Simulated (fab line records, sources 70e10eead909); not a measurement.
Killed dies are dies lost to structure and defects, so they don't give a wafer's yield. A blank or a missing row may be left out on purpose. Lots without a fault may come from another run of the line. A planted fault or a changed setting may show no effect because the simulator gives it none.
Which tool did it? | flow nand_harc | 12 lots, 36 wafers sampled, at 6 steps of a route of 1159

WHAT THE GAUGES READ, wafer by wafer
NHARC_P_GATE_CD_MEAS_46: target cd 720 nm.
lot  | measured     | on        | cd_nm (nm)
L152 | day 5 05:24  | cd_sem-02 | 722.1 721.9 722.1
L154 | day 6 00:05  | cd_sem-01 | 721.3 721.0 722.3
L156 | day 6 11:42  | cd_sem-03 | 721.3 721.0 720.9
L158 | day 7 03:44  | cd_sem-03 | 722.4 722.8 722.7
L159 | day 7 05:49  | cd_sem-03 | 724.8 721.7 721.6
L160 | day 7 06:05  | cd_sem-03 | 716.6 720.9 716.8
L162 | day 7 16:46  | cd_sem-01 | 721.2 721.8 722.4
L169 | day 9 17:37  | cd_sem-03 | 720.5 721.0 720.8
L171 | day 10 08:32 | cd_sem-01 | 719.6 724.0 720.5
L172 | day 10 08:55 | cd_sem-01 | 717.4 720.0 718.6
L173 | day 10 15:33 | cd_sem-03 | 716.9 720.5 719.7
L174 | day 10 23:44 | cd_sem-01 | 723.2 722.3 719.5

NHARC_P_GATE_INSPECT_68.
lot  | measured     | on                | raw_defect_count
L152 | day 5 12:14  | defect_inspect-02 | 148 148 267
L154 | day 6 06:34  | defect_inspect-01 | 165 136 130
L156 | day 6 18:42  | defect_inspect-01 | 105 313 161
L158 | day 7 10:17  | defect_inspect-01 | 284 181 274
L159 | day 7 12:31  | defect_inspect-02 | 129 104 122
L160 | day 7 13:49  | defect_inspect-01 | 1223 1156 1229
L162 | day 7 23:26  | defect_inspect-02 | 1232 1203 1159
L169 | day 10 00:17 | defect_inspect-01 | 265 294 244
L171 | day 10 15:01 | defect_inspect-02 | 99 111 119
L172 | day 10 15:41 | defect_inspect-02 | 87 155 162
L173 | day 10 22:03 | defect_inspect-01 | 113 214 104
L174 | day 11 06:36 | defect_inspect-01 | 177 146 208

NHARC_END_SORT_01.
lot  | measured     | on        | killed_at_array | killed_at_other | killed_at_periphery | killed_dies | killed_open | killed_short
L160 | day 21 08:16 | prober-01 | 16 22 18        | 0 4 1           | 75 103 103          | 91 129 122  | 4 5 3       | 1 7 5
L162 | day 21 15:22 | prober-02 | 28 16 31        | 2 0 1           | 99 82 74            | 129 98 106  | 2 3 4       | 4 2 5
L169 | day 23 22:02 | prober-02 | 55 47 52        | 1 0 4           | 0 2 3               | 56 49 59    | 1 1 4       | 3 3 4
L171 | day 24 10:36 | prober-01 | 24 20 19        | 1 0 0           | 2 7 3               | 27 27 22    | 7 3 3       | 4 5 0

WHICH TOOL RAN EACH LOT (tool, then ch and the chambers of the sampled wafers, then the start)
lot  | NHARC_P_GATE_STRIP_76                | NHARC_P_GATE_DESCUM_93             | NHARC_P_GATE_STRIP_113
L152 | plasma_asher-02 ch 0,1, day 5 08:08  | rie_diel-11 ch 1,2, day 5 09:10    | plasma_asher-02 ch 0,1, day 5 09:42
L154 | plasma_asher-02 ch 0,1, day 6 02:42  | rie_diel-06 ch 0,1, day 6 03:38    | plasma_asher-02 ch 0,1, day 6 04:22
L156 | plasma_asher-02 ch 0,1, day 6 14:16  | rie_diel-11 ch 0,2, day 6 15:25    | plasma_asher-02 ch 0,1, day 6 16:20
L158 | plasma_asher-01 ch 0,1, day 7 06:17  | rie_diel-11 ch 1,3, day 7 07:22    | plasma_asher-02 ch 0,1, day 7 07:51
L159 | plasma_asher-01 ch 0,1, day 7 08:37  | rie_diel-11 ch 0,2,3, day 7 09:37  | plasma_asher-02 ch 0,1, day 7 10:04
L160 | plasma_asher-02 ch 0,1, day 7 08:49  | rie_diel-09 ch 2,3, day 7 09:54    | plasma_asher-01 ch 0,1, day 7 10:50
L162 | plasma_asher-02 ch 0,1, day 7 19:29  | rie_diel-06 ch 2,3, day 7 20:33    | plasma_asher-02 ch 0,1, day 7 20:55
L169 | plasma_asher-01 ch 0,1, day 9 20:17  | rie_diel-06 ch 0,2, day 9 21:21    | plasma_asher-02 ch 0,1, day 9 21:58
L171 | plasma_asher-02 ch 0,1, day 10 10:58 | rie_diel-06 ch 0,2,3, day 10 12:06 | plasma_asher-01 ch 0,1, day 10 12:28
L172 | plasma_asher-01 ch 0,1, day 10 11:29 | rie_diel-11 ch 0,3, day 10 12:33   | plasma_asher-02 ch 0,1, day 10 13:10
L173 | plasma_asher-02 ch 0,1, day 10 18:00 | rie_diel-11 ch 0,3, day 10 19:07   | plasma_asher-02 ch 0,1, day 10 19:44
L174 | plasma_asher-01 ch 0,1, day 11 02:22 | rie_diel-11 ch 0,1, day 11 03:17   | plasma_asher-01 ch 0,1, day 11 04:07
- NHARC_P_GATE_STRIP_76: strips in O2.
- NHARC_P_GATE_DESCUM_93: chemistry O2, time 3 s.
- NHARC_P_GATE_STRIP_113: strips in N2/H2, time 740 s.

WHAT THE TOOLS THEMSELVES READ (means of the sampled wafers that have a number; where no wafer has one, the mark that the record gives instead)
NHARC_P_GATE_STRIP_76.
lot  | tool            | drypump_motor_current_A (A) | heater_power_w (W)
L152 | plasma_asher-02 | 6.26                        | 328
L154 | plasma_asher-02 | 6.27                        | 330
L156 | plasma_asher-02 | 6.26                        | 326
L158 | plasma_asher-01 | 6.15                        | 318
L159 | plasma_asher-01 | 6.15                        | 321
L160 | plasma_asher-02 | 6.26                        | 331
L162 | plasma_asher-02 | 6.33                        | 340
L169 | plasma_asher-01 | 6.17                        | 316
L171 | plasma_asher-02 | 6.28                        | 333
L172 | plasma_asher-01 | 6.18                        | 313
L173 | plasma_asher-02 | 6.31                        | 339
L174 | plasma_asher-01 | 6.13                        | 322

NHARC_P_GATE_DESCUM_93.
lot  | tool        | chamber_pressure_mTorr (mTorr) | drypump_motor_current_A (A) | oes_product_au (a.u.) | rf_vpp_V (V) | showerhead_plenum_p_Torr (Torr) | throttle_valve_pct (%)
L152 | rie_diel-11 | 60.04                          | 5.5                         | 1.001                 | 58.7         | 2.01                            | 11.313
L154 | rie_diel-06 | 60.03                          | 5.9                         | 1.002                 | 57.5         | 1.85                            | 11.303
L156 | rie_diel-11 | 60.01                          | 5.2                         | 1.010                 | 57.0         | 1.87                            | 11.298
L158 | rie_diel-11 | 60.02                          | 5.6                         | 1.002                 | 58.4         | 2.03                            | 11.311
L159 | rie_diel-11 | 59.97                          | 5.4                         | 0.999                 | 57.8         | 1.95                            | 11.310
L160 | rie_diel-09 | 59.97                          | 6.3                         | 0.999                 | 58.3         | 1.96                            | 11.308
L162 | rie_diel-06 | 60.00                          | 5.3                         | 1.015                 | 58.4         | 1.96                            | 11.304
L169 | rie_diel-06 | 60.04                          | 5.4                         | 1.005                 | 57.3         | 1.85                            | 11.321
L171 | rie_diel-06 | 59.99                          | 5.6                         | 1.006                 | 57.4         | 1.90                            | 11.304
L172 | rie_diel-11 | 60.02                          | 5.3                         | 1.010                 | 57.6         | 1.89                            | 11.313
L173 | rie_diel-11 | 60.00                          | 5.3                         | 1.009                 | 56.2         | 1.89                            | 11.316
L174 | rie_diel-11 | 60.04                          | 5.3                         | 0.998                 | 57.9         | 1.87                            | 11.313

NHARC_P_GATE_STRIP_113.
lot  | tool            | drypump_motor_current_A (A) | heater_power_w (W)
L152 | plasma_asher-02 | 6.26                        | 89
L154 | plasma_asher-02 | 6.28                        | 89
L156 | plasma_asher-02 | 6.32                        | 93
L158 | plasma_asher-02 | 6.24                        | 87
L159 | plasma_asher-02 | 6.31                        | 91
L160 | plasma_asher-01 | 6.19                        | 82
L162 | plasma_asher-02 | 6.31                        | 92
L169 | plasma_asher-02 | 6.30                        | 88
L171 | plasma_asher-01 | 6.17                        | 83
L172 | plasma_asher-02 | 6.30                        | 91
L173 | plasma_asher-02 | 6.25                        | 88
L174 | plasma_asher-01 | 6.15                        | 86

THE ANSWER, worked out from the rows above alone
Rule: what is usual is taken from the lots themselves. Put in order of their means at a reading, lots are off if they are a third of the lots or fewer, leave a main group of 4 or more, and stand apart from it by a gap of 3 or more times the standard deviation of the main group's means; of several such gaps the widest counts. A main group whose means are all the same, to the digits that the tables above print for the reading, isn't used. A lot without any number at a reading at which 4 lots or more have one is off too. The other lots that the step has rows for count as sound. The gauges are gone through in route order, then the tools' own readings, and for those a lot's mean is taken as printed above. The first step at which some lot is off is used, and at that step the reading that is off furthest; a lot without a number counts as furthest.
Off: L160, L162, at NHARC_P_GATE_INSPECT_68 (raw_defect_count). The main group: mean 172, standard deviation 50.
A tool fits if, at a process step before that reading, it ran every lot that is off, and no sound lot after the first of them. The gauges at NHARC_P_GATE_INSPECT_68 are tried like those tools. None of those tried fits.

WHAT THE SIMULATOR HAD PUT IN
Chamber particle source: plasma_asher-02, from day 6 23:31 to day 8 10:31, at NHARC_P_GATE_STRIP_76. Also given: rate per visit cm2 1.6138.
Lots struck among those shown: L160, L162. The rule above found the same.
